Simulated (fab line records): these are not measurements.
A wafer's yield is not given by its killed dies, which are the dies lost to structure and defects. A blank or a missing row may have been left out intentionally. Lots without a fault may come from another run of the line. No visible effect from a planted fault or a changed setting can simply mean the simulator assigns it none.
Code-filled problem report in 8D (eight disciplines) form || flow nandHarc || the parts of the form that need people (team, actions taken, sign-off) are left out

1. WHAT WENT WRONG
At NHARC_A_STAIRCASE_EXPOSE_438, exposureDoseMJCm2 averages 29.69 over 9 wafers from 3 lots, while fault-free wafers read 28.98, standard deviation 0.031. That puts it +23 standard deviations away from the usual mean.
The step: exposes mask STAIR REV.
Seen first at day 26 03:28 on krfScanner-02, wafer L103.1. The record holds 36 wafers of 12 lots with a number at this step. By rule, "out" or "out of limits" means more than 4 standard deviations away from the usual mean. The other wafers with a number count as sound.

2. WHAT THIS IS AND IS NOT
{"question": "which readings at this step", "is": "exposureDoseMJCm2", "is not": "-"}
{"question": "which lots", "is": "L103, L104, L106", "is not": "L107, L984, L985, L986, L990, L994, L995, L996, L999"}
{"question": "which wafers of those lots", "is": "all that have a number", "is not": "-"}
{"question": "read on which tools", "is": "krfScanner-02", "is not": "krfScanner-03, krfScanner-04"}
{"question": "when", "is": "from day 26 03:28", "is not": "up to then (24 sound wafers); but 3 sound wafers of L107 came after"}

3. WHAT RULES OUT EACH SUSPECT
Counting: a tool at a process step up to the reading stays a suspect if it ran every lot that is out and no sound lot after the first of them.
- krfScanner-02 at NHARC_A_STAIRCASE_EXPOSE_438 (exposes mask STAIR REV): kept. It processed each lot that is out, first L103 at day 26 03:28, and no sound lot thereafter; up to then, the last sound lot it processed was L999 at day 24 06:51. Out on those wafers are its own readings of exposureDoseMJCm2.
After counting, what remains is krfScanner-02 at NHARC_A_STAIRCASE_EXPOSE_438.

4. THE CAUSE (what the simulator had put in)
Process parameters drifting: krfScanner-02 at NHARC_A_STAIRCASE_EXPOSE_438, beginning at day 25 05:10. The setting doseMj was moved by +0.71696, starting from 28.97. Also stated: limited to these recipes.
The count eliminated every tool but this one.

5. THE CHAIN OF EFFECTS, in route order
Each row: a reading where the mean over the struck wafers with a number is more than 3 standard deviations away from the usual. Only readings whose record carries a usual standard deviation are examined. hours: median over the lots of the time between each lot's start at the first step of this table that gives one and its start at this step. sigmas: the change, counted in usual standard deviations.
{"hours": 0, "step": "NHARC_A_STAIRCASE_EXPOSE_438", "reading": "exposureDoseMJCm2", "usual": 28.98, "on struck wafers": 29.69, "change": "+0.71", "sigmas": "+23"}
Here are the process steps it includes:
- NHARC_A_STAIRCASE_EXPOSE_438: exposes mask STAIR REV.
At these later measuring or inspecting steps, every struck wafer for which the step has a row has a number for every such reading, and none has moved that far: NHARC_END_SORT_01.

6. HOW IT WOULD HAVE BEEN CAUGHT EARLIER
The fault began at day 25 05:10; the first out-of-limits reading in this record came at day 26 03:28, 22 hours later.
